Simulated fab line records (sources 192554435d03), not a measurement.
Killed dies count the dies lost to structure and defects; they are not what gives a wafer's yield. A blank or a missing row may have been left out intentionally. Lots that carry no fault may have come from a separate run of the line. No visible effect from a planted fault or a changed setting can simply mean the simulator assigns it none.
Chamber matching ; flow n5_finfet ; N5_BEOL_M9_ALD_74 on ald_metal-01: 4 sister chambers
The step deposits TaN, target thk 2 nm, pulse time 2 s, purge time 3 s. 18 wafers are shown with their chamber, then 9 later ones without.

## WAFERS PAIRED WITH THEIR CHAMBERS
wafer;chamber;heater_power_w (W);susceptor_temp_C (C)
L074.2;2;469;274.96
L074.3;0;437;275.11
L074.5;0;437;275.42
L077.1;1;450;275.02
L077.2;0;434;274.98
L077.5;1;446;275.04
L083.1;2;453;274.79
L083.2;0;441;274.99
L083.5;2;455;274.81
L079.1;0;421;275.11
L079.2;1;450;275.14
L079.3;3;411;275.32
L085.3;3;400;275.00
L085.5;0;441;275.09
L085.6;1;457;275.34
L091.1;1;455;275.27
L091.3;0;435;275.18
L091.6;0;420;275.02

SIGNATURES (means of the wafers above)
reading;chamber 0;chamber 1;chamber 2;chamber 3;scatter within a chamber
heater_power_w;433.25;451.60;459.00;405.50;7.4
susceptor_temp_C;275.1125;275.1620;274.8533;275.1600;0.143
Rule: a wafer's distance from a chamber is the root of the sum, over the readings, of the square of ((its reading less the chamber's mean) divided by the reading's scatter). If the next closest chamber is less than 2 further off than the closest, the wafer can't be placed; otherwise it belongs to the closest. The scatter is the square root of a quotient: the sum, over the shown wafers, of each reading's squared deviation from its chamber's mean, divided by wafers minus chambers.

## WAFERS WITH NO CHAMBER GIVEN
wafer;heater_power_w (W);susceptor_temp_C (C)
L093.1;433;274.91
L093.3;451;275.25
L093.5;442;274.92
L090.1;458;275.05
L090.2;393;275.21
L090.4;465;275.13
L097.1;450;274.97
L097.3;441;275.14
L097.5;407;274.80

## THE CHAMBER EACH PASSED THROUGH
wafer;from the rows above;in truth
L093.1;can't be placed: 0 or 1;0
L093.3;can't be placed: 1 or 0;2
L093.5;can't be placed: 0 or 1 or 2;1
L090.1;can't be placed: 1 or 2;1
L090.2;3;3
L090.4;can't be placed: 1 or 2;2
L097.1;can't be placed: 1 or 2 or 0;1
L097.3;can't be placed: 0 or 1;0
L097.5;can't be placed: 3 or 0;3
Correct placement for 1 of the 9. These rows do not allow placing 8 (true chamber among the candidates in 7). Wrongly placed: 0.
